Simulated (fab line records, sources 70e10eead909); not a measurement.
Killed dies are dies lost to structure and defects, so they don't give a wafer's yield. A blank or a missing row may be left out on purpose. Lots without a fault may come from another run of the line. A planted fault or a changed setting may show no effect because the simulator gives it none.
fab line records | flow nand_harc
record lots=13 wafers=39 last_day=33
route steps=1302 shown A_ONON_D1@427 A_CHANNEL_HOLE_D1@463
lots that met no fault: from a run of the same line without faults
start_h: hours from the record's first day to the start of the lot's first wafer shown | wait_h: hours since the lot's step before | " the same as in the row above | L1.1+2: a row that stands for several wafers | - no value, or no start given | * or withheld: withheld | < > ~ a bound
route shown NAME@n: a module of which the file shows steps, and the number in the route of the first | usual: mean/standard deviation of fault-free wafers | same: alike in all rows | chamber/n: place in a boat | sites: the reading at each site | _std_site: their standard deviation | _edge_site: outer sites' mean less inner sites' | radius_mm: how far each site lies from the wafer's centre | mask NAME#n: copy n | behind: the tool/chamber that last shaped the wafer | hold: why the lot was held/for how many hours/how that ended | device: the transistor (n, p or np) that didn't switch | end of line: the same wafers' tests at the end of the route | a step without rows: its recipe alone | killed: dies lost to structure and defects at the first sort, not the wafer's yield | map: a wafer's dies, x killed, . not, _ none there
set.NAME: the setting as run; set.NAME@STEP: as run at that earlier step | model.NAME: the simulator's own value behind a step, which no gauge read
steps of the route over a sample of lots; a table a step, a row a wafer
services: from which hour (start_h, from the record's first day; less than 0 if before it) a tool's chamber was out of use, for how many hours, and why
## steps
# step NHARC_A_ONON_D1_THK_MEAS_05
# recipe thk_meas_gauge=ellipsometry
# usual thk_nm=1003/11
# columns lot.wafer tool chamber start_h wait_h thk_nm
L509.1 film_metro-02 - 183.97 - 1007
L509.2 " - " " 1008
L509.3 " - " " 1008
L517.1 film_metro-01 - 270.28 - 1003
L517.3 " - " " 1002
L517.4 " - " " 1002
L519.1 film_metro-02 - 307.03 - 1029
L519.4 " - " " 1028
L519.5 " - " " 1028
L522.2 film_metro-01 - 307.06 - 1003
L522.5 " - " " 1003
L522.6 " - " " 1004
L521.1 film_metro-02 - 307.10 - 992
L521.3 " - " " 990
L521.5 " - " " 990
L520.1 film_metro-02 - 314.71 - 1009
L520.2 " - " " 1009
L520.3 " - " " 1009
L523.1 film_metro-02 - 333.43 - 1010
L523.4 " - " " 1012
L523.5 " - " " 1009
L524.2 film_metro-01 - 333.43 - 1008
L524.5 " - " " 1008
L524.6 " - " " 1009
L526.1 film_metro-01 - 360.80 - 994
L526.2 " - " " 993
L526.3 " - " " 992
L527.1 film_metro-02 - 369.90 - 995
L527.2 " - " " 993
L527.3 " - " " 994
L528.2 film_metro-01 - 382.78 - 1004
L528.4 " - " " 1004
L528.5 " - " " 1002
L529.2 film_metro-01 - 382.78 - 986
L529.4 " - " " 988
L529.5 " - " " 987
L530.1 film_metro-02 - 393.37 - 1018
L530.5 " - " " 1017
L530.6 " - " " 1016
# step NHARC_A_ONON_D1_THK_MEAS_14
# recipe thk_meas_gauge=ellipsometry
# usual thk_nm=1001/10
# columns lot.wafer tool chamber start_h wait_h thk_nm
L509.1 film_metro-01 - 185.96 - 1011
L509.2 " - " " 1010
L509.3 " - " " 1009
L517.1 film_metro-01 - 271.98 - 1023
L517.3 " - " " 1024
L517.4 " - " " 1025
L519.1 film_metro-01 - 308.72 - 1009
L519.4 " - " " 1007
L519.5 " - " " 1009
L522.2 film_metro-02 - 308.95 - 1001
L522.5 " - " " 1003
L522.6 " - " " 1003
L521.1 film_metro-01 - 308.95 - 1005
L521.3 " - " " 1006
L521.5 " - " " 1007
L520.1 film_metro-01 - 316.41 - 994
L520.2 " - " " 994
L520.3 " - " " 994
L523.1 film_metro-01 - 335.12 - 997
L523.4 " - " " 996
L523.5 " - " " 996
L524.2 film_metro-02 - 335.13 - 995
L524.5 " - " " 993
L524.6 " - " " 995
L526.1 film_metro-02 - 362.49 - 1011
L526.2 " - " " 1010
L526.3 " - " " 1010
L527.1 film_metro-02 - 371.59 - 1015
L527.2 " - " " 1014
L527.3 " - " " 1012
L528.2 film_metro-01 - 384.48 - 1000
L528.4 " - " " 1000
L528.5 " - " " 1001
L529.2 film_metro-01 - 384.49 - 989
L529.4 " - " " 987
L529.5 " - " " 990
L530.1 film_metro-02 - 395.08 - 1006
L530.5 " - " " 1005
L530.6 " - " " 1007
# step NHARC_A_ONON_D1_DEP_22
# recipe target_thk_a=10000 n2_flow_sccm=2750 n2o_flow_sccm=2000 nh3_flow_sccm=500 sih4_flow_sccm=210 temp_c=400
# columns lot.wafer tool chamber start_h wait_h
L509.1+2+3 pecvd_onon-03 0 194.98 0.2
L517.1+3+4 pecvd_onon-02 0 280.38 0.1
L519.1+4+5 pecvd_onon-01 0 321.17 0.1
L521.1+3+5 pecvd_onon-03 0 321.17 0.1
L522.2+5+6 pecvd_onon-02 0 321.24 0.1
L520.1+2+3 pecvd_onon-01 0 329.02 0.1
L523.1+4+5 pecvd_onon-03 0 343.63 0.1
L524.2+5+6 pecvd_onon-01 0 343.68 0.1
L526.1+2+3 pecvd_onon-03 0 371.24 0.1
L527.1+2+3 pecvd_onon-03 0 379.99 0.1
L528.2+4+5 pecvd_onon-02 0 392.96 0.1
L529.2+4+5 pecvd_onon-03 0 393.02 0.1
L530.1+5+6 pecvd_onon-01 0 403.53 0.1
# step NHARC_A_ONON_D1_THK_MEAS_24
# recipe thk_meas_gauge=ellipsometry
# usual thk_nm=1000/9.3
# columns lot.wafer tool chamber start_h wait_h thk_nm
L509.1 film_metro-01 - 195.49 - 529
L509.2 " - " " 528
L509.3 " - " " 1000
L517.1 film_metro-02 - 280.89 - 1020
L517.3 " - " " 1018
L517.4 " - " " 1019
L519.1 film_metro-02 - 321.68 - 987
L519.4 " - " " 986
L519.5 " - " " 986
L521.1 film_metro-01 - 321.69 - 985
L521.3 " - " " 985
L521.5 " - " " 986
L522.2 film_metro-02 - 321.69 - 988
L522.5 " - " " 987
L522.6 " - " " 988
L520.1 film_metro-01 - 329.52 - 999
L520.2 " - " " 1001
L520.3 " - " " 1000
L524.2 film_metro-01 - 344.13 - 997
L524.5 " - " " 997
L524.6 " - " " 997
L523.1 film_metro-02 - 344.13 - 996
L523.4 " - " " 997
L523.5 " - " " 996
L526.1 film_metro-02 - 371.75 - 1008
L526.2 " - " " 1008
L526.3 " - " " 1008
L527.1 film_metro-01 - 380.50 - 1007
L527.2 " - " " 1006
L527.3 " - " " 1007
L528.2 film_metro-01 - 393.41 - 1017
L528.4 " - " " 1016
L528.5 " - " " 1015
L529.2 film_metro-02 - 393.47 - 1010
L529.4 " - " " 1009
L529.5 " - " " 1010
L530.1 film_metro-02 - 404.04 - 996
L530.5 " - " " 997
L530.6 " - " " 995
# step NHARC_A_CHANNEL_HOLE_D1_OVL_MEAS_11
# usual overlay_x_nm=-0.4/0.7 overlay_y_nm=-0.2/0.92
# columns lot.wafer tool chamber start_h wait_h overlay_x_nm overlay_y_nm
L509.3 overlay-02 - 206.16 - -0.1 -0.5
L517.1 overlay-02 - 290.47 - -0.6 0.5
L517.3 " - " " -0.5 0.1
L517.4 " - " " -0.4 0.0
L521.1 overlay-02 - 326.14 - -0.7 0.3
L521.3 " - " " -0.4 0.7
L521.5 " - " " -0.8 0.6
L519.1 overlay-02 - 326.29 - -0.2 -0.1
L519.4 " - " " -0.2 0.3
L519.5 " - " " -0.2 -0.6
L522.2 overlay-02 - 326.53 - 0.6 0.0
L522.5 " - " " 0.1 -0.9
L522.6 " - " " 0.4 -1.2
L520.1 overlay-02 - 335.37 - 0.3 -1.1
L520.2 " - " " 0.4 -0.2
L520.3 " - " " 0.2 -0.3
L524.2 overlay-02 - 348.50 - -0.2 0.5
L524.5 " - " " -0.2 0.0
L524.6 " - " " -0.6 0.1
L523.1 overlay-02 - 348.65 - -1.1 -1.3
L523.4 " - " " -0.8 -1.2
L523.5 " - " " -0.5 -0.8
L526.1 overlay-02 - 388.04 - -0.9 1.3
L526.2 " - " " -0.2 1.2
L526.3 " - " " -0.9 1.2
L527.1 overlay-02 - 388.08 - 0.5 -0.2
L527.2 " - " " 0.0 -0.3
L527.3 " - " " -0.2 -0.3
L528.2 overlay-02 - 397.79 - 0.3 1.7
L528.4 " - " " 0.9 1.7
L528.5 " - " " 1.1 1.5
L529.2 overlay-02 - 398.04 - 0.5 -1.3
L529.4 " - " " 0.5 -1.4
L529.5 " - " " 0.5 -1.0
L530.1 overlay-02 - 409.94 - -1.0 0.3
L530.5 " - " " -1.0 0.0
L530.6 " - " " -1.4 0.4
## services
# columns tool chamber start_h hours kind
pecvd_onon-02 - 185.00 13.0 pm
pecvd_onon-03 - 227.06 13.0 pm
pecvd_onon-01 - 269.04 13.0 pm
pecvd_onon-02 - 366.00 13.0 pm
## key
first_sign step=NHARC_A_ONON_D1_THK_MEAS_24 reading=thk_nm direction=down sigmas=51 usual=1000 struck=528
effect none on later readings
met_at NHARC_A_ONON_D1_DEP_22
struck_lots L509
struck_wafers L509.1,L509.2
later_rows_left_out L509.1,L509.2
sort_left_out L509.1,L509.2
tester_left_out L509
not_acting_at NHARC_A_ONON_D1_THK_MEAS_05,NHARC_A_ONON_D1_THK_MEAS_14,NHARC_A_CHANNEL_HOLE_D1_OVL_MEAS_11
fault kind=process_parameter_drift tool=pecvd_onon-03 chamber=- onset_h=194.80 steps=NHARC_A_ONON_D1_DEP_22 channel=target_thk_a offset=* shape=step end_h=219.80 scope=struck_wafers_only acts_in=* stated=*
# tester_left_out: of these lots the tester's yield and bins aren't shown, on N5 and GAA mostly nor the transistor test; their killed dies are dies lost to structure and defects alone, not to doping, threshold or leakage, so they don't give the yield
# sort_left_out: the simulated sort isn't trusted on such a fault, so these wafers' sort isn't shown, and their yield isn't known
# later_rows_left_out: the simulator's readings of these wafers behind a module that went badly wrong aren't trusted and aren't shown, but for the sort
